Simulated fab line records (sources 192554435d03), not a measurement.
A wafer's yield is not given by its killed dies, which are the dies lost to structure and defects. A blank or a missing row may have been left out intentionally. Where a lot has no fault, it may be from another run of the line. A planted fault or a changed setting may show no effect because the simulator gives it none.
fab line records	flow n5_finfet
[record] lots = 11	wafers = 30	last_day = 17
route steps=1938 shown SD_EPI_N@275 MIM_BOT_LITHO@1864 MIM_BOT_ETCH@1867 PASSIVATION@1936 END@1938
lots with no fault: from the same line, run without faults
start_h: the number of hours between the record's first day and the start of the first shown wafer of the lot	wait_h: how many hours have passed since the lot's step before this one	" identical to the entry in the row above	L1.1+2: several wafers, shown together as one row	- value missing, or start not given	* or withheld: withheld	< > ~ a bound
route shown NAME@n: a module of which the file shows steps, and the number in the route of the first	usual: average and standard deviation across the fault-free wafers	same: alike in all rows	chamber/n: place in a boat	sites: the reading at each site	_std_site: how widely they spread, as a standard deviation	_edge_site: the outer-site mean with the inner-site mean subtracted	radius_mm: how far each site lies from the wafer's centre	mask NAME#n: copy n	behind: tool/chamber where the wafer was last shaped	hold: what put the lot on hold/how long, in hours/how the hold closed	device: whichever transistor did not switch (one of n, p or np)	end of line: at the end of the route, the tests of the same wafers	where a step has no rows: the recipe by itself	killed: count of dies lost to structure and defects at first sort (not the wafer's yield)	map: a wafer's dies, marking killed ones x, the rest . and places with no die _
set.NAME: the setting as run; set.NAME@STEP: as run at that earlier step	model.NAME: the simulator's own value behind a step, which no gauge read
the route's steps for a sample of lots (tables are steps, rows are wafers)
services: the hour from which a tool's chamber was out of use, counted from the record's first day as start_h (under 0 if before that day), plus the number of hours and why
[[steps]]
[step N5_SD_EPI_N_ETCH_35]
[recipe] chemistry = N2/H2	target = SOC	overetch_a = 1080	mask_material = SiARC	temp_c = 40	ion_energy_ev = 100	source_w = 3000	bias_w = 133	pressure_mtorr = 20	time_s = 486	n2_flow_sccm = 200	h2_flow_sccm = 200
[usual] drypump_motor_current_A = 5.9/0.4	oes_product_au = 0.70/0.074	rf_vpp_V = 240.8/0.99	showerhead_plenum_p_Torr = 2.56/0.069	throttle_valve_pct = 23.9/0.36
lot.wafer	tool	chamber	start_h	wait_h	drypump_motor_current_A	oes_product_au	rf_hours_counter_h	rf_vpp_V	showerhead_plenum_p_Torr	throttle_valve_pct
L993.1	rie_diel-01	2	49.33	0.0	6.5	0.65	204	241.4	2.61	23.5
L993.2	"	1	"	"	5.8	0.62	225	240.6	2.63	24.0
L993.3	"	0	"	"	6.0	0.68	160	239.5	2.42	24.1
L994.2	rie_diel-04	2	54.96	0.0	5.4	0.64	194	241.6	2.63	24.1
L994.3	"	1	"	"	6.6	0.80	25	240.3	2.49	23.7
L994.6	"	2	"	"	5.4	0.63	-	240.1	2.63	24.1
L995.2	rie_diel-02	0	62.37	0.0	5.9	0.70	125	241.2	2.56	24.2
L995.5	"	0	"	"	5.8	0.69	-	241.0	2.56	24.2
L995.6	"	2	"	"	6.0	0.74	-	241.0	2.57	23.4
L996.1	rie_diel-04	0	68.63	0.0	5.9	0.61	242	240.4	2.61	23.6
L996.2	"	1	"	"	6.6	0.79	30	239.2	2.48	23.7
L996.5	"	1	"	"	6.6	0.79	-	240.6	2.48	23.7
L103.1	rie_diel-01	3	109.34	0.0	5.6	0.75	94	241.6	2.58	24.4
L103.2	"	0	"	"	5.9	0.66	183	239.3	2.41	24.1
L103.4	"	1	"	"	5.8	0.60	247	240.7	2.62	24.0
L105.3	rie_diel-01	2	120.85	0.0	6.5	0.62	231	241.3	2.60	23.5
L105.4	"	3	"	"	5.6	0.73	-	239.2	2.58	24.4
L109.4	rie_diel-04	2	145.80	0.0	5.4	0.62	224	241.2	2.62	24.1
L109.6	"	3	"	"	5.2	0.64	-	242.2	2.52	24.4
L110.1	rie_diel-02	2	151.56	0.0	6.0	0.71	89	241.2	2.56	23.5
L110.2	"	1	"	"	6.3	0.78	26	241.5	2.59	23.8
L112.1	rie_diel-04	2	163.76	0.0	5.4	0.61	230	240.9	2.62	24.2
L112.3	"	3	"	"	5.2	0.64	227	241.0	2.51	24.3
L112.4	"	0	"	"	5.9	0.83	13	240.7	2.60	23.3
L114.2	rie_diel-04	0	173.22	0.0	5.9	0.82	17	242.3	2.60	23.3
L114.3	"	2	"	"	5.4	0.62	233	242.2	2.62	24.1
L114.5	"	1	"	"	6.6	0.75	-	239.3	2.47	23.7
L116.3	rie_diel-04	1	187.62	0.0	6.5	0.75	65	239.9	2.47	23.7
L116.4	"	2	"	"	5.4	0.61	238	240.3	2.61	24.1
L116.6	"	3	"	"	5.2	0.63	-	239.4	2.51	24.4
[step N5_MIM_BOT_LITHO_INSPECT_12]
[recipe] mode = adi	inspect_instrument = macro
[usual] raw_defect_count = 2.2/1.5
lot.wafer	tool	chamber	start_h	wait_h	raw_defect_count
L993.1	defect_inspect-02	-	252.01	0.0	5
L993.2	"	-	"	"	6
L993.3	"	-	"	"	1
L994.2	defect_inspect-02	-	252.33	0.0	0
L994.3	"	-	"	"	3
L994.6	"	-	"	"	4
L996.1	defect_inspect-02	-	266.27	0.0	3
L996.2	"	-	"	"	4
L996.5	"	-	"	"	3
L995.2	defect_inspect-01	-	272.98	0.0	1
L995.5	"	-	"	"	4
L995.6	"	-	"	"	4
L103.1	defect_inspect-01	-	314.37	0.0	4
L103.2	"	-	"	"	0
L103.4	"	-	"	"	2
L105.3	defect_inspect-01	-	318.12	0.0	3
L105.4	"	-	"	"	1
L109.4	defect_inspect-01	-	354.63	0.0	0
L109.6	"	-	"	"	4
L110.1	defect_inspect-02	-	358.11	0.0	4
L110.2	"	-	"	"	0
L112.1	defect_inspect-01	-	368.57	0.0	0
L112.3	"	-	"	"	0
L112.4	"	-	"	"	1
L114.2	defect_inspect-01	-	378.00	0.0	0
L114.3	"	-	"	"	1
L114.5	"	-	"	"	0
L116.3	defect_inspect-01	-	399.41	0.0	2
L116.4	"	-	"	"	1
L116.6	"	-	"	"	1
[step N5_MIM_BOT_ETCH_ETCH_03]
[recipe] chemistry = Cl2/BCl3	target_depth_a = 120	pressure_mtorr = 8	icp_w = 800	bias_w = 100	Cl2_flow_sccm = 20	bcl3_flow_sccm = 80
[usual] drypump_motor_current_A = 5.47/0.25	oes_product_au = 0.79/0.08	throttle_valve_pct = 27.79/0.26
lot.wafer	tool	chamber	start_h	wait_h	drypump_motor_current_A	oes_product_au	rf_hours_counter_h	throttle_valve_pct
L993.1	rie_metal-03	0	252.31	0.1	5.46	0.79	39	27.69
L993.2	"	1	"	"	5.84	0.90	11	27.98
L993.3	"	0	"	"	5.46	0.79	-	27.71
L994.2	rie_metal-01	1	252.54	0.1	5.32	0.80	25	27.25
L994.3	"	1	"	"	5.34	0.80	-	27.25
L994.6	"	0	"	"	5.45	0.66	-	28.10
L996.1	rie_metal-03	1	266.46	0.1	5.84	0.90	12	27.96
L996.2	"	0	"	"	5.45	0.79	40	27.70
L996.5	"	0	"	"	5.47	0.79	-	27.70
L995.2	rie_metal-02	1	273.17	0.1	5.04	0.89	15	27.93
L995.5	"	0	"	"	5.61	0.73	-	27.79
L995.6	"	1	"	"	5.07	0.90	-	27.95
L103.1	rie_metal-03	1	314.56	0.1	5.84	0.87	16	27.96
L103.2	"	0	"	"	5.45	0.77	45	27.71
L103.4	"	1	"	"	5.84	0.87	-	27.98
L105.3	rie_metal-02	1	318.34	0.1	5.07	0.88	-	27.93
L105.4	"	0	"	"	5.63	0.72	-	27.80
L109.4	rie_metal-02	0	354.85	0.1	5.60	0.71	-	27.83
L109.6	"	1	"	"	5.05	0.87	-	27.96
L110.1	rie_metal-03	1	358.30	0.1	5.84	0.85	20	27.98
L110.2	"	0	"	"	5.45	0.77	48	27.70
L112.1	rie_metal-03	1	368.78	0.1	5.86	0.85	21	27.97
L112.3	"	1	"	"	5.86	0.85	-	27.97
L112.4	"	0	"	"	5.48	0.75	-	27.71
L114.2	rie_metal-01	1	378.22	0.1	5.33	0.77	-	27.28
L114.3	"	1	"	"	5.36	0.77	-	27.28
L114.5	"	1	"	"	5.34	0.77	-	27.30
L116.3	rie_metal-01	0	399.63	0.1	5.46	0.95	-	27.78
L116.4	"	1	"	"	5.35	0.76	-	27.27
L116.6	"	1	"	"	5.36	0.76	-	27.30
[step N5_PASSIVATION_PROBE_49]
[usual] killed_at_M0_to_M3 = 33/9.1	killed_at_M4_up = 14/5.6	killed_at_contacts = 13/5.7	killed_at_front_end = 42/12	killed_at_other = 4/3	killed_dies = 105/16	killed_on_rim = 13/4	killed_open = 69/11	killed_short = 34/7.5
[same] gross_dies = 1180	killed_at_back_side = 0
lot.wafer	tool	chamber	start_h	wait_h	killed_at_M0_to_M3	killed_at_M4_up	killed_at_contacts	killed_at_front_end	killed_at_other	killed_dies	killed_on_rim	killed_open	killed_short
L103.1	prober-01	-	323.05	0.0	22	9	16	29	12	88	10	56	32
L103.2	prober-01	-	323.10	0.1	16	12	8	32	3	71	10	40	30
L103.4	prober-01	-	323.20	0.2	22	10	9	492	4	537	98	59	33
L105.3	prober-02	-	326.60	0.1	14	20	16	465	6	521	147	63	24
L105.4	prober-02	-	326.65	0.2	31	19	8	84	7	149	17	58	33
// killed by level:class
L103.1 MOL_CONTACT_COAG:geometric_particle:open=14 FIN_SAQP:geometric_particle:short=9 STI_FIN_REVEAL:geometric_particle:open=9 GATE_CUT:geometric_particle:short=5 BEOL_M2:geometric_particle:open=5 BEOL_M3:geometric_particle:open=5 PASS1_DEP:geometric_particle:open=5 PASS1_DEP:geometric_particle:short=5
L103.2 FIN_SAQP:geometric_particle:short=9 MOL_CONTACT_COAG:geometric_particle:open=6 BEOL_M4:geometric_particle:open=6 GATE_CUT:geometric_particle:short=4 BEOL_M0_SAQP:geometric_particle:short=4 BEOL_M2:geometric_particle:open=4 FIN_SAQP:geometric_particle:open=3 BEOL_M0_SAQP:geometric_particle:open=3
L103.4 SD_EPI_N:area_etch=442 STI_FIN_REVEAL:geometric_particle:open=14 FIN_SAQP:geometric_particle:short=12 BEOL_M3:geometric_particle:open=8 MOL_CONTACT_COAG:geometric_particle:open=7 GATE_CUT:geometric_particle:short=5 BEOL_M2:geometric_particle:open=5 BEOL_M4:geometric_particle:open=5
L105.3 SD_EPI_N:area_etch=434 MOL_CONTACT_COAG:geometric_particle:open=13 FIN_SAQP:geometric_particle:open=8 BEOL_M4:geometric_particle:open=8 DUMMY_GATE:geometric_particle:open=7 BEOL_M0_SAQP:geometric_particle:open=5 STI_FIN_REVEAL:geometric_particle:open=4 BEOL_M2:geometric_particle:open=4
L105.4 SD_EPI_N:area_etch=47 FIN_SAQP:geometric_particle:open=16 BEOL_M3:geometric_particle:open=8 HKMG_FIN:area_etch=8 BEOL_M0_SAQP:geometric_particle:short=7 BEOL_M0_SAQP:geometric_particle:open=6 BEOL_M4:geometric_particle:open=6 BEOL_M4:geometric_particle:short=6
[step N5_PASSIVATION_INSPECT_57]
[recipe] inspect_instrument = macro	mode = outgoing
[usual] raw_defect_count = 1.9/1.4
lot.wafer	tool	chamber	start_h	wait_h	raw_defect_count
L993.1	defect_inspect-02	-	263.08	0.0	1
L993.2	"	-	"	"	0
L993.3	"	-	"	"	1
L994.2	defect_inspect-01	-	263.84	0.0	3
L994.3	"	-	"	"	3
L994.6	"	-	"	"	1
L996.1	defect_inspect-01	-	274.41	0.0	2
L996.2	"	-	"	"	3
L996.5	"	-	"	"	4
L995.2	defect_inspect-02	-	282.15	0.0	2
L995.5	"	-	"	"	0
L995.6	"	-	"	"	2
L103.1	defect_inspect-02	-	323.40	0.0	0
L103.2	"	-	"	"	1
L103.4	"	-	"	"	1
L105.3	defect_inspect-02	-	326.86	0.0	2
L105.4	"	-	"	"	0
L109.4	defect_inspect-01	-	362.82	0.0	0
L109.6	"	-	"	"	1
L110.1	defect_inspect-02	-	368.62	0.0	3
L110.2	"	-	"	"	2
L112.1	defect_inspect-01	-	379.20	0.0	2
L112.3	"	-	"	"	3
L112.4	"	-	"	"	2
L114.2	defect_inspect-01	-	390.40	0.0	2
L114.3	"	-	"	"	1
L114.5	"	-	"	"	0
L116.3	defect_inspect-02	-	410.99	0.0	2
L116.4	"	-	"	"	2
L116.6	"	-	"	"	2
[[services]]
tool	chamber	start_h	hours	kind
rie_diel-02	2	28.82	5.0	repair
rie_metal-01	-	54.17	2.8	pm
rie_diel-02	-	63.58	14.6	pm
rie_metal-02	-	67.25	2.8	pm
rie_diel-01	-	72.88	0.5	repair
rie_diel-04	0	86.02	-	clean
rie_diel-04	0	86.02	-	consumable_replace:focus_ring
rie_diel-04	0	86.02	22.5	scheduled_down
rie_diel-04	0	86.02	22.5	vent_cycle
rie_metal-03	-	95.55	0.6	repair
rie_diel-04	3	133.21	1.2	repair
rie_diel-04	2	220.67	-	clean
rie_diel-04	2	220.67	-	consumable_replace:focus_ring
rie_diel-04	2	220.67	14.0	scheduled_down
rie_diel-04	2	220.67	14.0	vent_cycle
rie_diel-02	2	231.84	21.6	repair
rie_diel-04	3	234.81	-	clean
rie_diel-04	3	234.81	-	consumable_replace:focus_ring
rie_diel-04	3	234.81	14.7	scheduled_down
rie_diel-04	3	234.81	14.7	vent_cycle
rie_diel-04	2	265.77	9.3	repair
rie_metal-03	-	272.56	2.8	pm
rie_metal-02	0	375.75	9.6	repair
rie_metal-01	-	396.49	0.8	repair
[[key]]
[first_sign] step = N5_PASSIVATION_PROBE_49	reading = killed_at_front_end	direction = up	sigmas = 25	usual = 42	struck = 347
[effect] step = N5_PASSIVATION_PROBE_49	reading = killed_dies	direction = up	sigmas = 19	usual = 105	struck = 402
[more_kills_born_at] N5_SD_EPI_N_ETCH_35@rie_diel-01 = 923
met_at N5_SD_EPI_N_ETCH_35
struck_lots L103,L105
struck_wafers L103.4,L105.3,L105.4
tester_left_out L103,L105
not_acting_at N5_MIM_BOT_LITHO_INSPECT_12,N5_MIM_BOT_ETCH_ETCH_03,N5_PASSIVATION_INSPECT_57
onset_between 49.33 109.34
[fault] kind = process_parameter_drift	tool = rie_diel-01	chamber = -	onset_h = 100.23	steps = N5_SD_EPI_N_ETCH_35	channel = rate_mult	offset = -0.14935	shape = step	end_h = 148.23	scope = struck_wafers_only
// tester_left_out: of these lots the tester's yield and bins aren't shown, on N5 and GAA mostly nor the transistor test; their killed dies are dies lost to structure and defects alone, not to doping, threshold or leakage, so they don't give the yield
